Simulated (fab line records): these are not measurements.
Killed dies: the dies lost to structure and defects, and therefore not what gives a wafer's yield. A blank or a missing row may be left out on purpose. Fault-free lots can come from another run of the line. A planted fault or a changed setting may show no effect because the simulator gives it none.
fab line records	flow n5Finfet
record lots=24	wafers=72	lastDay=18
route steps=1938 shown BEOL_M14@1748 BEOL_M15@1795
lots that met no fault: from a run of the same line without faults
startH: the number of hours between the record's first day and the start of the first shown wafer of the lot	waitH: hours since the lot's step before	" as in the row above	L1.1+2: a single row standing in for several wafers	- no value present, or no start provided	* or withheld: withheld	< > ~ a bound
route shown NAME@n: names a module that has steps shown in the file, with the first one's number in the route	usual: the fault-free wafers' mean and standard deviation	same: alike in all rows	chamber/n: place in a boat	sites: readings site by site	_std_site: standard deviation across them	_edge_site: the outer-site mean with the inner-site mean subtracted	radiusMm: for every site, how far away it sits from the centre of the wafer	mask NAME#n: copy n	behind: the most recent tool/chamber to have shaped the wafer	hold: what put the lot on hold/how long, in hours/how the hold closed	device: whichever transistor did not switch (one of n, p or np)	end of line: the route-end tests of the same wafers	a step without rows: its recipe alone	killed: count of dies lost to structure and defects at first sort (not the wafer's yield)	map: shows each die of a wafer: x if killed, . if not, _ if none is there
set.NAME: the setting the step ran with; set.NAME@STEP: the setting that earlier step ran with	model.NAME: the simulator's own value behind a step, which no gauge read
the route's steps for a sample of lots (tables are steps, rows are wafers)
services: when a tool's chamber went out of use (startH, in hours from the record's first day, below 0 if earlier), for how many hours, and the reason
## steps
# step N5_BEOL_M14_INSPECT_30
# recipe mode=adi	inspectInstrument=macro
# usual rawDefectCount=1.8/1.3
lot.wafer	tool	chamber	startH	waitH	rawDefectCount
L075.2	defectInspect-02	-	266.46	0.0	0
L075.3	"	-	"	"	0
L075.5	"	-	"	"	3
L074.3	defectInspect-02	-	278.19	0.0	4
L074.4	"	-	"	"	3
L074.5	"	-	"	"	4
L076.1	defectInspect-02	-	278.48	0.0	1
L076.2	"	-	"	"	1
L076.4	"	-	"	"	1
L077.4	defectInspect-02	-	278.66	0.0	3
L077.5	"	-	"	"	4
L077.6	"	-	"	"	0
L078.2	defectInspect-02	-	289.83	0.0	0
L078.3	"	-	"	"	2
L078.6	"	-	"	"	1
L079.2	defectInspect-02	-	293.04	0.0	1
L079.3	"	-	"	"	1
L079.4	"	-	"	"	5
L082.1	defectInspect-01	-	301.40	0.0	0
L082.2	"	-	"	"	2
L082.6	"	-	"	"	2
L080.2	defectInspect-02	-	305.05	0.0	2
L080.4	"	-	"	"	2
L080.5	"	-	"	"	2
L081.2	defectInspect-02	-	305.63	0.0	2
L081.5	"	-	"	"	5
L081.6	"	-	"	"	2
L083.4	defectInspect-01	-	321.83	0.0	1
L083.5	"	-	"	"	3
L083.6	"	-	"	"	3
L086.1	defectInspect-01	-	330.40	0.0	3
L086.4	"	-	"	"	3
L086.6	"	-	"	"	2
L085.1	defectInspect-02	-	334.06	0.0	2
L085.4	"	-	"	"	3
L085.5	"	-	"	"	2
L084.2	defectInspect-02	-	336.51	0.0	2
L084.4	"	-	"	"	2
L084.6	"	-	"	"	1
L089.4	defectInspect-01	-	341.64	0.0	1
L089.5	"	-	"	"	4
L089.6	"	-	"	"	3
L087.1	defectInspect-02	-	344.24	0.0	0
L087.2	"	-	"	"	0
L087.3	"	-	"	"	3
L088.1	defectInspect-01	-	345.15	0.0	4
L088.3	"	-	"	"	2
L088.4	"	-	"	"	2
L091.1	defectInspect-02	-	347.59	0.0	1
L091.3	"	-	"	"	0
L091.6	"	-	"	"	0
L090.1	defectInspect-01	-	349.93	0.0	2
L090.2	"	-	"	"	4
L090.3	"	-	"	"	1
L092.1	defectInspect-02	-	359.57	0.0	4
L092.4	"	-	"	"	1
L092.5	"	-	"	"	2
L093.1	defectInspect-01	-	362.12	0.0	1
L093.4	"	-	"	"	0
L093.6	"	-	"	"	0
L094.2	defectInspect-01	-	381.05	0.0	3
L094.3	"	-	"	"	0
L094.6	"	-	"	"	3
L095.2	defectInspect-01	-	387.03	0.0	0
L095.4	"	-	"	"	0
L095.5	"	-	"	"	0
L097.2	defectInspect-01	-	392.26	0.0	3
L097.3	"	-	"	"	1
L097.5	"	-	"	"	2
L096.3	defectInspect-02	-	400.05	0.0	0
L096.4	"	-	"	"	2
L096.6	"	-	"	"	1
# step N5_BEOL_M14_ETCH_67
# recipe chemistry=CF4	target=SiARC	targetDepthA=1430	timeS=238.3	ionEnergyEv=80	pressureMtorr=40	sourceW=545	biasW=36	Ar_flow_sccm=100	cf4FlowSccm=100	ends=cleared
# usual drypumpMotorCurrentA=5.6/0.42	etchRfOnTimeS=235.7/2.9	oesProductAu=0.70/0.054	rfVppV=184.4/0.98	showerheadPlenumPTorr=2.16/0.052	throttleValvePct=15.55/0.17
lot.wafer	tool	chamber	startH	waitH	drypumpMotorCurrentA	etchRfOnTimeS	oesProductAu	rfHoursCounterH	rfVppV	showerheadPlenumPTorr	throttleValvePct
L075.2	rieDiel-06	3	266.53	0.0	5.1	231.9	0.79	20	185.0	2.20	15.47
L075.3	"	2	"	"	5.3	236.0	0.70	84	185.7	2.24	15.43
L075.5	"	0	"	"	5.3	234.7	0.62	-	183.4	2.13	15.85
L074.3	rieDiel-06	2	278.27	0.0	5.3	235.7	0.71	88	185.3	2.24	15.42
L074.4	"	1	"	"	6.2	240.7	0.59	248	183.5	2.03	15.80
L074.5	"	2	"	"	5.2	235.4	0.70	-	185.9	2.24	15.43
L076.1	rieDiel-05	3	278.55	0.0	6.3	232.1	0.77	21	185.1	2.18	15.41
L076.2	"	2	"	"	5.8	231.6	0.72	80	183.2	2.08	15.71
L076.4	"	0	"	"	5.7	236.9	0.65	130	183.2	2.15	15.30
L077.4	rieDiel-01	1	278.80	0.1	6.1	234.3	0.68	-	184.2	2.16	15.68
L077.5	"	0	"	"	5.4	233.2	0.71	-	182.7	2.15	15.51
L077.6	"	2	"	"	4.9	232.1	0.75	-	184.9	2.16	15.30
L078.2	rieDiel-01	0	289.90	0.0	5.4	236.9	0.69	105	184.1	2.15	15.49
L078.3	"	2	"	"	4.9	235.7	0.74	68	185.6	2.16	15.31
L078.6	"	0	"	"	5.4	237.5	0.70	-	184.0	2.15	15.50
L079.2	rieDiel-06	0	293.14	0.0	5.3	232.9	0.62	201	183.7	2.13	15.88
L079.3	"	2	"	"	5.3	235.4	0.69	93	185.3	2.24	15.43
L079.4	"	2	"	"	5.3	236.5	0.70	-	186.0	2.23	15.45
L082.1	rieDiel-05	0	301.88	0.0	5.7	239.7	0.64	138	184.4	2.15	15.31
L082.2	"	2	"	"	5.8	235.9	0.71	88	183.6	2.07	15.75
L082.6	"	2	"	"	5.8	237.7	0.70	-	182.7	2.07	15.74
L080.2	rieDiel-01	0	305.12	0.0	5.4	238.3	0.69	111	185.1	2.15	15.51
L080.4	"	3	"	"	5.6	240.1	0.81	6	184.9	2.19	15.49
L080.5	"	3	"	"	5.6	239.7	0.81	-	184.0	2.19	15.44
L081.2	rieDiel-01	0	305.70	0.0	5.4	237.6	0.69	112	184.2	2.15	15.54
L081.5	"	2	"	"	4.9	235.3	0.73	-	182.5	2.15	15.33
L081.6	"	3	"	"	5.6	241.6	0.80	-	185.3	2.19	15.48
L083.4	rieDiel-05	2	321.89	0.0	5.8	234.0	0.70	96	182.0	2.07	15.76
L083.5	"	2	"	"	5.8	236.7	0.70	-	183.8	2.07	15.75
L083.6	"	1	"	"	5.9	236.8	0.70	-	182.8	2.06	15.63
L086.1	rieDiel-01	3	330.58	0.0	5.6	238.1	0.79	15	184.5	2.19	15.48
L086.4	"	0	"	"	5.4	234.3	0.69	119	184.7	2.15	15.52
L086.6	"	0	"	"	5.4	233.5	0.69	-	185.8	2.15	15.52
L085.1	rieDiel-05	3	334.16	0.0	6.3	234.6	0.73	40	185.3	2.17	15.46
L085.4	"	0	"	"	5.7	236.2	0.64	149	185.8	2.14	15.34
L085.5	"	0	"	"	5.7	237.7	0.64	-	184.7	2.14	15.34
L084.2	rieDiel-06	1	336.58	0.0	6.1	237.2	0.81	10	185.2	2.28	15.34
L084.4	"	3	"	"	5.1	235.1	0.74	48	183.7	2.19	15.55
L084.6	"	2	"	"	5.3	238.2	0.68	-	185.3	2.23	15.46
L089.4	rieDiel-01	3	341.71	0.0	5.6	241.9	0.78	20	184.6	2.19	15.50
L089.5	"	0	"	"	5.4	240.3	0.68	-	185.8	2.15	15.56
L089.6	"	3	"	"	5.6	243.9	0.77	-	183.7	2.19	15.50
L087.1	rieDiel-06	2	344.74	0.0	5.3	237.5	0.67	115	185.7	2.23	15.48
L087.2	"	0	"	"	5.3	237.2	0.60	219	184.2	2.12	15.92
L087.3	"	3	"	"	5.1	236.2	0.73	51	184.7	2.19	15.54
L088.1	rieDiel-06	0	345.32	0.0	5.3	233.7	0.60	219	182.7	2.12	15.91
L088.3	"	3	"	"	5.1	231.3	0.74	52	185.7	2.19	15.54
L088.4	"	1	"	"	6.1	234.2	0.81	13	186.3	2.28	15.33
L091.1	rieDiel-01	0	347.66	0.0	5.4	236.7	0.68	126	184.2	2.15	15.54
L091.3	"	2	"	"	4.9	232.3	0.72	92	186.2	2.15	15.37
L091.6	"	1	"	"	6.1	234.6	0.67	-	183.7	2.15	15.74
L090.1	rieDiel-01	1	350.00	0.0	6.1	233.9	0.67	145	184.3	2.15	15.76
L090.2	"	3	"	"	5.6	240.5	0.78	23	184.2	2.19	15.51
L090.3	"	2	"	"	4.9	233.2	0.71	93	182.9	2.15	15.38
L092.1	rieDiel-05	2	359.64	0.0	5.8	235.4	0.68	109	184.3	2.07	15.77
L092.4	"	1	"	"	5.9	237.7	0.69	-	183.1	2.06	15.65
L092.5	"	2	"	"	5.8	233.3	0.69	-	183.3	2.07	15.79
L093.1	rieDiel-06	3	362.19	0.0	5.1	233.0	0.73	56	184.4	2.18	15.56
L093.4	"	0	"	"	5.3	238.2	0.60	224	184.1	2.12	15.91
L093.6	"	2	"	"	5.3	238.8	0.66	-	187.2	2.23	15.49
L094.2	rieDiel-01	0	381.12	0.0	5.4	234.8	0.67	137	184.8	2.14	15.59
L094.3	"	1	"	"	6.1	231.9	0.66	155	184.1	2.14	15.77
L094.6	"	0	"	"	5.4	234.8	0.67	-	182.9	2.14	15.56
L095.2	rieDiel-05	0	387.10	0.0	5.7	240.7	0.63	160	184.3	2.14	15.37
L095.4	"	2	"	"	5.8	235.5	0.68	122	183.2	2.06	15.80
L095.5	"	3	"	"	6.3	230.9	0.71	-	184.9	2.17	15.51
L097.2	rieDiel-01	1	392.33	0.0	6.1	233.2	0.66	160	183.9	2.14	15.78
L097.3	"	0	"	"	5.4	235.6	0.67	141	183.7	2.14	15.58
L097.5	"	0	"	"	5.4	239.2	0.67	-	185.2	2.14	15.57
L096.3	rieDiel-06	1	400.12	0.0	6.1	234.8	0.77	31	185.7	2.27	15.37
L096.4	"	2	"	"	5.3	237.2	0.65	134	185.5	2.22	15.51
L096.6	"	3	"	"	5.1	234.4	0.71	-	183.8	2.18	15.60
# step N5_BEOL_M14_THK_MEAS_50
# recipe thkMeasGauge=xrf	reads=Cu_of_BEOL_M14_ECD_47
# usual M14_THK=570/7.7
lot.wafer	tool	chamber	startH	waitH	M14_THK[nm]
L075.2	filmMetro-01	-	268.94	-	579
L075.3	"	-	"	"	565
L075.5	"	-	"	"	572
L074.3	filmMetro-02	-	282.21	-	570
L074.4	"	-	"	"	555
L074.5	"	-	"	"	571
L076.1	filmMetro-02	-	283.71	-	583
L076.2	"	-	"	"	577
L076.4	"	-	"	"	576
L077.4	filmMetro-02	-	283.82	-	574
L077.5	"	-	"	"	573
L077.6	"	-	"	"	572
L078.2	filmMetro-01	-	295.73	-	575
L078.3	"	-	"	"	583
L078.6	"	-	"	"	574
L079.2	filmMetro-01	-	296.07	-	569
L079.3	"	-	"	"	569
L079.4	"	-	"	"	562
L082.1	filmMetro-01	-	304.58	-	562
L082.2	"	-	"	"	574
L082.6	"	-	"	"	567
L080.2	filmMetro-02	-	307.26	-	577
L080.4	"	-	"	"	567
L080.5	"	-	"	"	568
L081.2	filmMetro-02	-	312.50	-	570
L081.5	"	-	"	"	585
L081.6	"	-	"	"	565
L083.4	filmMetro-02	-	326.34	-	573
L083.5	"	-	"	"	569
L083.6	"	-	"	"	567
L086.1	filmMetro-02	-	340.18	-	561
L086.4	"	-	"	"	572
L086.6	"	-	"	"	568
L085.1	filmMetro-01	-	340.40	-	577
L085.4	"	-	"	"	566
L085.5	"	-	"	"	571
L084.2	filmMetro-02	-	341.56	-	563
L084.4	"	-	"	"	564
L084.6	"	-	"	"	558
L089.4	filmMetro-01	-	343.91	-	556
L089.5	"	-	"	"	568
L089.6	"	-	"	"	563
L087.1	filmMetro-02	-	350.55	-	565
L087.2	"	-	"	"	560
L087.3	"	-	"	"	570
L088.1	filmMetro-02	-	356.77	-	556
L088.3	"	-	"	"	566
L088.4	"	-	"	"	565
L091.1	filmMetro-01	-	358.09	-	567
L091.3	"	-	"	"	575
L091.6	"	-	"	"	576
L090.1	filmMetro-01	-	360.85	-	577
L090.2	"	-	"	"	560
L090.3	"	-	"	"	578
L092.1	filmMetro-02	-	364.99	-	569
L092.4	"	-	"	"	570
L092.5	"	-	"	"	577
L093.1	filmMetro-01	-	366.41	-	568
L093.4	"	-	"	"	569
L093.6	"	-	"	"	569
L094.2	filmMetro-01	-	384.88	-	565
L094.3	"	-	"	"	571
L094.6	"	-	"	"	567
L095.2	filmMetro-01	-	395.08	-	575
L095.4	"	-	"	"	578
L095.5	"	-	"	"	587
L097.2	filmMetro-02	-	395.56	-	584
L097.3	"	-	"	"	572
L097.5	"	-	"	"	565
L096.3	filmMetro-01	-	402.59	-	564
L096.4	"	-	"	"	560
L096.6	"	-	"	"	564
# step N5_BEOL_M15_ETCH_57
# recipe chemistry=N2/H2	target=SOC	sourceW=3000	biasW=350	timeS=750	ionEnergyEv=200	pressureMtorr=30	n2FlowSccm=200	h2FlowSccm=200
# usual drypumpMotorCurrentA=5.7/0.41	oesProductAu=0.81/0.081	rfVppV=522.7/2.6	showerheadPlenumPTorr=2.50/0.088	throttleValvePct=17.77/0.2
lot.wafer	tool	chamber	startH	waitH	drypumpMotorCurrentA	oesProductAu	rfHoursCounterH	rfVppV	showerheadPlenumPTorr	throttleValvePct
L075.2	rieDiel-02	0	270.57	-	5.0	0.76	175	516.9	2.35	18.01
L075.3	"	1	"	"	5.2	0.86	-	523.0	2.48	17.53
L075.5	"	1	"	"	5.2	0.87	-	523.2	2.48	17.52
L074.3	rieDiel-02	3	283.96	-	5.5	0.71	193	523.5	2.52	17.78
L074.4	"	0	"	"	5.0	0.75	-	517.8	2.35	18.00
L074.5	"	3	"	"	5.5	0.70	-	524.2	2.52	17.78
L076.1	rieDiel-04	1	285.23	-	6.2	0.77	130	525.1	2.56	17.76
L076.2	"	2	"	"	5.5	0.91	26	526.4	2.58	17.61
L076.4	"	3	"	"	6.0	0.88	37	523.0	2.48	17.58
L077.4	rieDiel-03	2	285.40	-	5.7	0.82	85	524.2	2.57	17.78
L077.5	"	1	"	"	5.8	0.90	-	526.5	2.61	17.74
L077.6	"	0	"	"	5.4	0.70	-	524.1	2.52	18.26
L078.2	rieDiel-02	3	297.32	-	5.4	0.71	197	523.9	2.52	17.78
L078.3	"	0	"	"	5.0	0.76	184	517.8	2.34	18.01
L078.6	"	2	"	"	5.8	1.01	-	522.7	2.51	17.49
L079.2	rieDiel-02	3	297.79	-	5.4	0.72	197	523.9	2.52	17.78
L079.3	"	1	"	"	5.2	0.84	60	521.8	2.48	17.53
L079.4	"	0	"	"	5.0	0.76	184	519.5	2.34	18.01
L082.1	rieDiel-04	1	306.20	-	6.2	0.76	136	523.0	2.55	17.78
L082.2	"	0	"	"	6.4	0.75	151	518.5	2.33	17.87
L082.6	"	2	"	"	5.6	0.90	-	525.2	2.58	17.62
L080.2	rieDiel-04	1	308.84	-	6.2	0.76	138	524.8	2.55	17.78
L080.4	"	2	"	"	5.5	0.90	33	525.6	2.58	17.61
L080.5	"	3	"	"	6.0	0.88	-	522.1	2.48	17.60
L081.2	rieDiel-02	3	314.04	-	5.5	0.70	203	523.3	2.52	17.80
L081.5	"	1	"	"	5.2	0.84	-	521.5	2.47	17.54
L081.6	"	2	"	"	5.8	0.97	-	522.2	2.51	17.50
L083.4	rieDiel-03	2	328.11	-	5.7	0.81	-	525.5	2.56	17.80
L083.5	"	1	"	"	5.8	0.87	-	524.7	2.60	17.78
L083.6	"	0	"	"	5.4	0.70	-	521.6	2.51	18.28
L086.1	rieDiel-03	0	341.74	-	5.4	0.69	232	522.4	2.51	18.29
L086.4	"	2	"	"	5.7	0.80	104	523.4	2.56	17.80
L086.6	"	2	"	"	5.6	0.80	-	524.9	2.56	17.81
L085.1	rieDiel-03	2	342.22	-	5.7	0.79	104	523.9	2.56	17.81
L085.4	"	3	"	"	6.3	0.76	150	527.9	2.65	17.79
L085.5	"	2	"	"	5.7	0.80	-	523.9	2.56	17.81
L084.2	rieDiel-02	0	343.12	-	5.0	0.75	197	517.8	2.34	18.03
L084.4	"	3	"	"	5.5	0.69	211	523.4	2.51	17.81
L084.6	"	3	"	"	5.4	0.69	-	523.0	2.51	17.82
L089.4	rieDiel-03	0	345.93	-	5.4	0.70	234	524.2	2.51	18.29
L089.5	"	3	"	"	6.3	0.77	-	525.7	2.65	17.79
L089.6	"	2	"	"	5.7	0.79	-	525.2	2.56	17.82
L087.1	rieDiel-03	1	351.98	-	5.8	0.86	53	523.9	2.60	17.78
L087.2	"	0	"	"	5.4	0.69	235	523.9	2.51	18.31
L087.3	"	3	"	"	6.3	0.76	153	527.2	2.65	17.80
L088.1	rieDiel-02	1	358.52	-	5.2	0.83	78	521.1	2.47	17.57
L088.3	"	2	"	"	5.8	0.94	23	522.5	2.50	17.52
L088.4	"	3	"	"	5.5	0.69	215	523.1	2.51	17.83
L091.1	rieDiel-04	2	359.69	-	5.5	0.87	50	525.2	2.57	17.63
L091.3	"	3	"	"	6.0	0.87	61	522.8	2.47	17.61
L091.6	"	3	"	"	6.0	0.86	-	522.1	2.47	17.64
L090.1	rieDiel-04	0	362.28	-	6.3	0.73	170	518.6	2.32	17.89
L090.2	"	2	"	"	5.5	0.86	50	524.8	2.57	17.64
L090.3	"	1	"	"	6.2	0.74	154	522.3	2.55	17.80
L092.1	rieDiel-04	0	366.43	-	6.4	0.73	172	519.2	2.32	17.91
L092.4	"	1	"	"	6.2	0.74	156	523.8	2.55	17.81
L092.5	"	1	"	"	6.2	0.74	-	526.0	2.55	17.79
L093.1	rieDiel-02	2	367.84	-	5.8	0.94	26	522.8	2.50	17.53
L093.4	"	3	"	"	5.5	0.70	218	524.6	2.51	17.83
L093.6	"	2	"	"	5.8	0.93	-	523.1	2.50	17.54
L094.2	rieDiel-02	1	386.31	-	5.2	0.81	87	522.2	2.46	17.56
L094.3	"	3	"	"	5.5	0.68	224	523.2	2.51	17.84
L094.6	"	1	"	"	5.2	0.81	-	520.6	2.46	17.58
L095.2	rieDiel-04	2	396.64	-	5.5	0.85	59	524.4	2.57	17.66
L095.4	"	0	"	"	6.4	0.72	179	517.1	2.32	17.92
L095.5	"	1	"	"	6.2	0.73	-	524.7	2.54	17.82
L097.2	rieDiel-04	2	397.35	-	5.5	0.85	59	522.9	2.57	17.65
L097.3	"	1	"	"	6.2	0.73	164	522.6	2.54	17.81
L097.5	"	1	"	"	6.2	0.74	-	523.7	2.54	17.82
L096.3	rieDiel-04	1	404.19	-	6.2	0.73	166	523.1	2.54	17.82
L096.4	"	2	"	"	5.5	0.84	62	525.5	2.57	17.67
L096.6	"	2	"	"	5.5	0.85	-	525.4	2.57	17.66
# step N5_BEOL_M15_OVL_MEAS_29
# recipe pointsPerWafer=44
# usual M15_OVL=-2/5.5
lot.wafer	tool	chamber	startH	waitH	M15_OVL[nm]
L075.2	overlay-01	0	271.61	0.0	-1
L075.3	"	0	"	"	7
L075.5	"	0	"	"	4
L074.3	overlay-02	0	284.78	0.0	2
L074.4	"	0	"	"	0
L074.5	"	0	"	"	-2
L076.1	overlay-02	0	286.16	0.0	0
L076.2	"	0	"	"	-6
L076.4	"	0	"	"	6
L077.4	overlay-01	0	286.33	0.0	2
L077.5	"	0	"	"	-8
L077.6	"	0	"	"	-1
L078.2	overlay-02	0	298.25	0.0	-1
L078.3	"	0	"	"	0
L078.6	"	0	"	"	2
L079.2	overlay-02	0	298.60	0.0	3
L079.3	"	0	"	"	1
L079.4	"	0	"	"	3
L082.1	overlay-01	0	307.13	0.0	-11
L082.2	"	0	"	"	-12
L082.6	"	0	"	"	-14
L080.2	overlay-02	0	309.77	0.0	-1
L080.4	"	0	"	"	1
L080.5	"	0	"	"	3
L081.2	overlay-02	0	314.84	0.0	-5
L081.5	"	0	"	"	0
L081.6	"	0	"	"	-3
L083.4	overlay-01	0	328.80	0.0	3
L083.5	"	0	"	"	-6
L083.6	"	0	"	"	-7
L086.1	overlay-01	0	342.54	0.0	-10
L086.4	"	0	"	"	-9
L086.6	"	0	"	"	-5
L085.1	overlay-02	0	343.14	0.0	5
L085.4	"	0	"	"	-2
L085.5	"	0	"	"	4
L084.2	overlay-02	0	344.05	0.0	-2
L084.4	"	0	"	"	-6
L084.6	"	0	"	"	-11
L089.4	overlay-01	0	346.74	0.0	1
L089.5	"	0	"	"	3
L089.6	"	0	"	"	2
L087.1	overlay-01	0	352.91	0.0	8
L087.2	"	0	"	"	10
L087.3	"	0	"	"	7
L088.1	overlay-02	0	359.44	0.0	-3
L088.3	"	0	"	"	-3
L088.4	"	0	"	"	-11
L091.1	overlay-01	0	360.62	0.0	-6
L091.3	"	0	"	"	-5
L091.6	"	0	"	"	-8
L090.1	overlay-02	0	363.09	0.0	-10
L090.2	"	0	"	"	-7
L090.3	"	0	"	"	-9
L092.1	overlay-02	0	367.24	0.0	-3
L092.4	"	0	"	"	-6
L092.5	"	0	"	"	-1
L093.1	overlay-02	0	368.77	0.0	-7
L093.4	"	0	"	"	-6
L093.6	"	0	"	"	-8
L094.2	overlay-01	0	387.12	0.0	1
L094.3	"	0	"	"	-7
L094.6	"	0	"	"	0
L095.2	overlay-01	0	397.57	0.0	-6
L095.4	"	0	"	"	6
L095.5	"	0	"	"	2
L097.2	overlay-02	0	398.15	0.0	-9
L097.3	"	0	"	"	-9
L097.5	"	0	"	"	-3
L096.3	overlay-01	0	404.99	0.0	-2
L096.4	"	0	"	"	-9
L096.6	"	0	"	"	3
# step N5_BEOL_M15_TRENCH_ETCH_34
# recipe chemistry=C4F8/O2/Ar	target=SiO2	targetDepthA=8729.3	heInnerTorr=15	heOuterTorr=30	timeS=199	ionEnergyEv=800	pressureMtorr=20	sourceW=1905	biasW=2040	Ar_flow_sccm=400	C4F8_flow_sccm=16	O2_flow_sccm=12
# usual drypumpMotorCurrentA=5.6/0.41	oesProductAu=0.80/0.079	rfVppV=2205/37	showerheadPlenumPTorr=3.39/0.11	throttleValvePct=30.95/0.22
lot.wafer	tool	chamber	startH	waitH	drypumpMotorCurrentA	oesProductAu	rfHoursCounterH	rfVppV	showerheadPlenumPTorr	throttleValvePct
L075.2	rieDiel-02	0	271.76	0.0	5.0	0.76	175	2173	3.18	31.10
L075.3	"	1	"	"	5.2	0.86	51	2190	3.36	30.57
L075.5	"	1	"	"	5.2	0.86	-	2190	3.36	30.58
L074.3	rieDiel-02	0	285.16	0.0	5.0	0.76	181	2174	3.18	31.11
L074.4	"	3	"	"	5.5	0.71	194	2285	3.41	30.91
L074.5	"	1	"	"	5.2	0.85	-	2190	3.35	30.56
L076.1	rieDiel-04	2	286.31	0.0	5.5	0.90	26	2187	3.51	30.91
L076.2	"	1	"	"	6.2	0.77	130	2192	3.45	30.89
L076.4	"	0	"	"	6.4	0.74	146	2241	3.21	31.26
L077.4	rieDiel-03	0	286.48	0.0	5.4	0.71	214	2218	3.41	31.45
L077.5	"	2	"	"	5.7	0.81	-	2196	3.46	30.78
L077.6	"	1	"	"	5.8	0.89	-	2155	3.51	30.95
L078.2	rieDiel-02	1	299.18	0.0	5.2	0.84	61	2190	3.35	30.56
L078.3	"	0	"	"	5.0	0.75	185	2172	3.18	31.11
L078.6	"	1	"	"	5.2	0.85	-	2190	3.35	30.58
L079.2	rieDiel-04	1	299.49	0.0	6.2	0.76	134	2191	3.45	30.89
L079.3	"	2	"	"	5.5	0.90	30	2188	3.50	30.90
L079.4	"	0	"	"	6.3	0.74	150	2242	3.21	31.26
L082.1	rieDiel-02	3	307.31	0.0	5.4	0.70	201	2285	3.41	30.90
L082.2	"	1	"	"	5.2	0.83	64	2189	3.35	30.59
L082.6	"	0	"	"	5.0	0.74	-	2174	3.18	31.11
L080.2	rieDiel-04	3	310.07	0.0	6.1	0.88	44	2214	3.36	30.90
L080.4	"	0	"	"	6.4	0.73	153	2240	3.21	31.25
L080.5	"	3	"	"	6.1	0.87	-	2214	3.36	30.90
L081.2	rieDiel-02	1	315.20	0.0	5.2	0.83	67	2190	3.35	30.57
L081.5	"	3	"	"	5.4	0.70	-	2284	3.41	30.93
L081.6	"	2	"	"	5.7	0.97	-	2250	3.39	30.76
L083.4	rieDiel-03	2	329.03	0.1	5.7	0.79	-	2194	3.45	30.79
L083.5	"	0	"	"	5.4	0.70	-	2216	3.40	31.47
L083.6	"	1	"	"	5.8	0.87	-	2154	3.51	30.95
L086.1	rieDiel-03	2	342.80	0.0	5.7	0.80	105	2196	3.45	30.80
L086.4	"	1	"	"	5.8	0.86	49	2154	3.50	30.98
L086.6	"	2	"	"	5.7	0.79	-	2195	3.45	30.82
L085.1	rieDiel-04	2	343.48	0.0	5.5	0.85	44	2187	3.50	30.91
L085.4	"	0	"	"	6.4	0.73	164	2238	3.20	31.28
L085.5	"	3	"	"	6.1	0.86	-	2212	3.36	30.93
L084.2	rieDiel-02	0	344.19	0.0	5.0	0.75	198	2171	3.17	31.13
L084.4	"	2	"	"	5.7	0.94	19	2251	3.39	30.78
L084.6	"	0	"	"	5.0	0.75	-	2173	3.17	31.13
L089.4	rieDiel-03	0	346.88	0.0	5.4	0.69	234	2217	3.40	31.47
L089.5	"	2	"	"	5.7	0.79	-	2195	3.44	30.81
L089.6	"	3	"	"	6.3	0.75	-	2178	3.60	31.15
L087.1	rieDiel-04	1	353.05	0.0	6.2	0.74	151	2188	3.44	30.90
L087.2	"	3	"	"	6.1	0.85	59	2212	3.36	30.91
L087.3	"	0	"	"	6.3	0.72	167	2241	3.20	31.27
L088.1	rieDiel-03	0	359.72	0.0	5.4	0.68	238	2217	3.40	31.44
L088.3	"	2	"	"	5.7	0.79	110	2194	3.44	30.80
L088.4	"	1	"	"	5.8	0.85	55	2154	3.50	30.97
L091.1	rieDiel-02	0	360.76	0.0	5.0	0.74	202	2172	3.17	31.13
L091.3	"	2	"	"	5.8	0.93	23	2250	3.38	30.77
L091.6	"	0	"	"	5.0	0.74	-	2173	3.17	31.12
L090.1	rieDiel-02	3	363.44	0.0	5.4	0.69	217	2283	3.40	30.93
L090.2	"	1	"	"	5.2	0.81	80	2190	3.34	30.58
L090.3	"	0	"	"	5.0	0.74	203	2172	3.17	31.13
L092.1	rieDiel-04	2	367.38	0.0	5.5	0.85	52	2187	3.49	30.90
L092.4	"	3	"	"	6.0	0.86	64	2212	3.35	30.93
L092.5	"	3	"	"	6.1	0.86	-	2213	3.35	30.95
L093.1	rieDiel-03	0	368.91	0.0	5.4	0.69	241	2218	3.40	31.47
L093.4	"	2	"	"	5.7	0.79	113	2194	3.44	30.82
L093.6	"	1	"	"	5.8	0.85	-	2153	3.50	30.97
L094.2	rieDiel-04	1	387.26	0.0	6.2	0.74	162	2189	3.44	30.91
L094.3	"	3	"	"	6.0	0.85	69	2211	3.35	30.92
L094.6	"	1	"	"	6.2	0.73	-	2189	3.44	30.90
L095.2	rieDiel-02	2	397.82	0.0	5.8	0.91	36	2250	3.38	30.80
L095.4	"	0	"	"	5.0	0.73	213	2172	3.16	31.14
L095.5	"	1	"	"	5.2	0.80	-	2187	3.34	30.59
L097.2	rieDiel-03	1	398.30	0.0	5.8	0.83	66	2151	3.50	30.98
L097.3	"	0	"	"	5.4	0.67	249	2215	3.39	31.46
L097.5	"	0	"	"	5.4	0.68	-	2217	3.39	31.48
L096.3	rieDiel-02	1	405.14	0.0	5.2	0.80	94	2189	3.34	30.60
L096.4	"	2	"	"	5.7	0.91	38	2249	3.38	30.80
L096.6	"	0	"	"	5.0	0.73	-	2171	3.16	31.15
## services
tool	chamber	startH	hours	kind
rieDiel-02	0	259.82	6.2	repair
rieDiel-01	3	263.49	2.6	repair
rieDiel-02	2	266.34	-	clean
rieDiel-02	2	266.34	-	consumableReplace:focusRing
rieDiel-02	2	266.34	18.4	scheduledDown
rieDiel-02	2	266.34	18.4	ventCycle
rieDiel-01	3	266.36	-	clean
rieDiel-01	3	266.36	-	consumableReplace:focusRing
rieDiel-01	3	266.36	24.7	scheduledDown
rieDiel-01	3	266.36	24.7	ventCycle
rieDiel-04	2	277.56	5.6	repair
rieDiel-06	1	287.58	-	clean
rieDiel-06	1	287.58	-	consumableReplace:focusRing
rieDiel-06	1	287.58	-	consumableReplace:showerhead
rieDiel-05	-	290.15	2.6	repair
rieDiel-06	0	300.58	5.8	repair
rieDiel-03	3	325.77	3.3	repair
rieDiel-06	-	348.84	2.8	pm
rieDiel-05	0	350.53	25.4	repair
rieDiel-03	0	401.16	-	clean
rieDiel-03	0	401.16	-	consumableReplace:focusRing
rieDiel-03	0	401.16	20.1	scheduledDown
rieDiel-03	0	401.16	20.1	ventCycle
rieDiel-05	0	403.52	2.4	repair
## key
fault none
